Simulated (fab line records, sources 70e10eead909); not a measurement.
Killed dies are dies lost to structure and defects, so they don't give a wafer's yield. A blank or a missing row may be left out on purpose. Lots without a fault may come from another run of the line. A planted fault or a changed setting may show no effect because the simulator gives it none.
A struck lot beside a sound one | flow nand_harc | 10 steps out of a route of 1302
Sound: wafers L899.2, L899.3, L899.4. Struck: wafers L915.3, L915.5, L915.6. The cause comes at the end.
At each step with rows: each side's tool, then ch and its chambers, then its first start. Under that, the readings that differ: sound wafers | struck wafers | difference of the means | sigmas: that difference in standard deviations of wafers without a fault.
alike: readings whose means differ by less than 2 such deviations, and words and numbers that are the same on both sides. not compared: withheld readings, readings that some wafer has no value for, bounds like >300 that may hide the same value, and numbers for which the record gives no deviation and whose values overlap.
The two part at a step that has a row with sigmas, a row that says differs or no value, or rows on one side only. Numbers that don't overlap but have no deviation are shown without sigmas and don't part them. A reading that every wafer of one side lacks parts them only if that side has two wafers or more.

first, 1 step without rows for these wafers: NHARC_A_WL_FILL_CVD_23 (deposits poly-Si, target thk 40 nm, time 800 s).
NHARC_A_WL_FILL_ETCHBACK_26: etches the open film in HBr, target depth 52 nm, time 13.3 s.
  sound on rie_si-01 ch 1,2,3, day 22 08:22; struck on rie_si-02 ch 0,2,3, day 28 13:37
  reading                     | sound       | struck      | difference | sigmas
  drypump_motor_current_A (A) | 5.2 5.3 4.6 | 6.0 5.9 6.5 | +1.1       | +2
  alike: hbr_flow_sccm, oes_product_au, throttle_valve_pct
  not compared: rf_hours_counter_h
then, 2 steps without rows for these wafers: NHARC_A_WL_FILL_PRECLEAN_30 (cleans in dHF, time 10 s); NHARC_A_WL_FILL_SRD_14.
NHARC_A_WL_FILL_ALD_19: deposits TiN, target thk 2 nm, pulse time 3 s, ald cycles 100.
  sound on ald_metal-02 ch 1,2,3, day 22 08:40; struck on ald_metal-02 ch 0,1,2, day 28 13:55
  alike: heater_power_w, precursor_pulse_height_rel, susceptor_temp_C
NHARC_A_WL_FILL_CVD_20: deposits W, target thk 100 nm, time 74 s.
  sound on cvd_w-02 ch 0,1; struck on cvd_w-01 ch 0,1
  alike: heater_power_w, throttle_valve_pct
  not compared: susceptor_temp_C
NHARC_A_WL_FILL_CMP_12: polishes, t overpolish 30 s, target thk 100 nm.
  sound on cmp-04 ch 0,2,3, day 22 09:01; struck on cmp-02 ch 0,1,2, day 28 14:17
  alike: edge_zone_pressure_frac, motor_current_A, overpolish_run_s, time_to_endpoint_s
then, 1 step without rows for these wafers: NHARC_A_WL_FILL_SRD_31.
NHARC_A_WL_FILL_INSPECT_15:
  sound on defect_inspect-02, day 22 09:32; struck on defect_inspect-01, day 28 14:43
  alike: raw_defect_count
NHARC_A_CONTACT_DEP_24: deposits SiO2, target thk 500 nm.
  sound on pecvd-01 ch 0,2, day 22 09:35; struck on pecvd-01 ch 1,2, day 28 14:47
  reading              | sound             | struck            | difference | sigmas
  heater_power_w (W)   | 546 631 410       | 701 613 699       | +142       | +2
  rf_fwd_power_W (W)   | 892.1 895.1 895.8 | 538.1 535.8 537.9 | -357.1     | -99 or more
  showerhead_vpp_V (V) | 1715 1982 1735    | 1344 1330 1372    | -462       | -5
  alike: susceptor_temp_C, throttle_valve_pct

WHERE THEY PART
First at NHARC_A_WL_FILL_ETCHBACK_26; last, within this record, at NHARC_A_CONTACT_DEP_24.

WHY: what the simulator had put in
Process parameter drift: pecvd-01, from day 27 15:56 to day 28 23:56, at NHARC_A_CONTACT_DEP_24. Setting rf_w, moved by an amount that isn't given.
